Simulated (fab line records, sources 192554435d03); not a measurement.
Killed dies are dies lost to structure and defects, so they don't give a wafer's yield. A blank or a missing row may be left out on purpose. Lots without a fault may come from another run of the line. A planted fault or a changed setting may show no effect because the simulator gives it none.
A struck lot beside a sound one | flow n5_finfet | 37 steps out of a route of 1938
Sound: wafers L524.1, L524.2, L524.4. Struck: wafers L509.1, L509.4, L509.6. The cause comes at the end.
At each step with rows: each side's tool, then ch and its chambers, then its first start. Under that, the readings that differ: sound wafers | struck wafers | difference of the means | sigmas: that difference in standard deviations of wafers without a fault.
alike: readings whose means differ by less than 2 such deviations, and words and numbers that are the same on both sides. not compared: withheld readings, readings that some wafer has no value for, bounds like >300 that may hide the same value, and numbers for which the record gives no deviation and whose values overlap.
The two part at a step that has a row with sigmas, a row that says differs or no value, or rows on one side only. Numbers that don't overlap but have no deviation are shown without sigmas and don't part them. A reading that every wafer of one side lacks parts them only if that side has two wafers or more.

first, 9 steps without rows for these wafers: N5_BEOL_M4_ANNEAL_95 (time 240 s); N5_BEOL_M4_SPUTTER_96 (material Cu, target thk 4.5 nm, time 8.29 s); N5_BEOL_M4_ECD_50 (material Cu, target thk 300 nm); N5_BEOL_M4_ANNEAL_51 (time 90 s); N5_BEOL_M4_CMP_52 (polishes, stops on SiOC, t overpolish 6.8 s, target thk 40 nm); N5_BEOL_M4_PRE_CLEAN_60 (time 15 s); N5_BEOL_M4_CO_CAP_55 (material Co, precursor CCTBA/H2, target thk 2 nm, time 102.1 s); N5_BEOL_M4_PRE_CLEAN_56 (time 15 s); N5_BEOL_M4_DEP_57 (deposits SiCN from 3MS/NH3, target thk 8 nm, time 14 s).
N5_BEOL_M4_RC_MEAS_101:
  sound on prober-01 ch 0, day 14 03:54; struck on prober-02 ch 0, day 10 20:44
  alike: DIBL_N, DIBL_P, IOFF_N, IOFF_P, ION_N, ION_P, SS_N, SS_P, VT_N, VT_P
then, 24 steps without rows for these wafers: N5_BEOL_M5_ILD_DEP_00 (deposits SiCOH lowk from DEMS/porogen, target thk 140.64 nm, time 25.9 s); N5_BEOL_M5_CURE_79 (cures SiCOH lowk, time 240 s); N5_BEOL_M5_PECVD_70 (deposits SiO2 from TEOS/O2, target thk 16 nm, time 18 s); N5_BEOL_M5_HM_DEP_02 (deposits TiN, target thk 20 nm); N5_BEOL_M5_COAT_59 (time 60 s, resist thk 60 nm); N5_BEOL_M5_COAT_60 (time 60 s, resist thk 12 nm); N5_BEOL_M5_COAT_71 (time 60 s, resist thk 5 nm); N5_BEOL_M5_COAT_05 (resist thk 30 nm); N5_BEOL_M5_EBR_07; N5_BEOL_M5_SOFTBAKE_06 (time 60 s); N5_BEOL_M5_EXPOSE_08 (exposes mask M5, target cd 28 nm); N5_BEOL_M5_PEB_09 (peb time 60 s); N5_BEOL_M5_DEVELOP_10 (develop time 30 s); N5_BEOL_M5_DESCUM_16 (chemistry O2, time 7 s); N5_BEOL_M5_ETCH_72 (etches underlayer in N2/H2, target depth 6.5 nm, time 5.2 s); N5_BEOL_M5_ETCH_61 (etches SiARC in CF4, target depth 15.6 nm, time 26 s); N5_BEOL_M5_ETCH_62 (etches SOC in N2/H2, target depth 75 nm, overetch 15 nm, time 112.5 s); N5_BEOL_M5_STRIP_63 (strips in N2/H2); N5_BEOL_M5_STRIP_73 (strips in N2/H2); N5_BEOL_M5_STRIP_64 (strips in CF4); N5_BEOL_M5_HM_OPEN_17 (chemistry Cl2/BCl3, target TiN, target depth 20 nm, overetch 6 nm); N5_BEOL_M5_STRIP_19 (strips in O2); N5_BEOL_M5_COAT_65 (time 60 s, resist thk 60 nm); N5_BEOL_M5_COAT_66 (time 60 s, resist thk 12 nm).
-- the record jumps here: 3 days lie between the struck wafers' starts before and after (it left off in module BEOL_M5 and takes up again in module BEOL_M12, whose first step shown is number 1649 of the route) --
N5_BEOL_M12_SPUTTER_44: material Ta, target thk 10 nm, time 16.13 s.
  sound on pvd_sputter-01, day 17 13:28; struck on pvd_sputter-02, day 13 15:26
  no value came back on the struck wafers for bias_v (V), cathode_dc_power_W (W), susceptor_temp_C (C), throttle_valve_pct (%); on the sound wafers bias_v (V) reads 81.9 81.4 80.2
N5_BEOL_M12_CMP_49: polishes, stops on SiOC, t overpolish 20.6 s, target thk 320 nm.
  sound on cmp-02 ch 0,2,3, day 17 14:18; struck on cmp-03 ch 1,2, day 13 16:13
  reading                      | sound          | struck         | difference | sigmas
  barrier_field_endpoint_s (s) | 30.5 29.9 30.7 | 17.9 18.4 18.2 | -12.2      | -12
  alike: motor_current_A
  not compared: model.Cu_of_BEOL_M12_ECD_47.thk_nm
N5_PASSIVATION_PROBE_49:
  sound on prober-01, day 19 02:58; struck on prober-01, day 15 06:34
  reading                  | sound          | struck         | difference | sigmas
  defect_limited_yield (%) | 91.2 93.6 89.4 | 80.9 84.3 82.2 | -8.9       | -6
  killed_at_M4_up          | 17 10 24       | 129 102 119    | +100       | +18
  killed_dies              | 104 76 125     | 225 185 210    | +105       | +6
  sort_bin_5_function (%)  | 4.7 3.9 7.0    | 14.8 12.3 14.1 | +8.5       | +9
  sort_n_pass              | 1076 1104 1055 | 955 995 970    | -105       | -6
  sort_yield_pct (%)       | 91.2 93.6 89.4 | 80.9 84.3 82.2 | -8.9       | -6
  alike: killed_at_M0_to_M3, killed_at_contacts, killed_at_front_end, killed_at_other, killed_open, killed_short, sort_bin_6_memory, sort_bin_8_speed

WHERE THEY PART
First at N5_BEOL_M12_SPUTTER_44; last, within this record, at N5_PASSIVATION_PROBE_49.

WHY: what the simulator had put in
Skipped step whole: pvd_sputter-02, from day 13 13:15 on, at N5_BEOL_M12_SPUTTER_44. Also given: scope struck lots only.
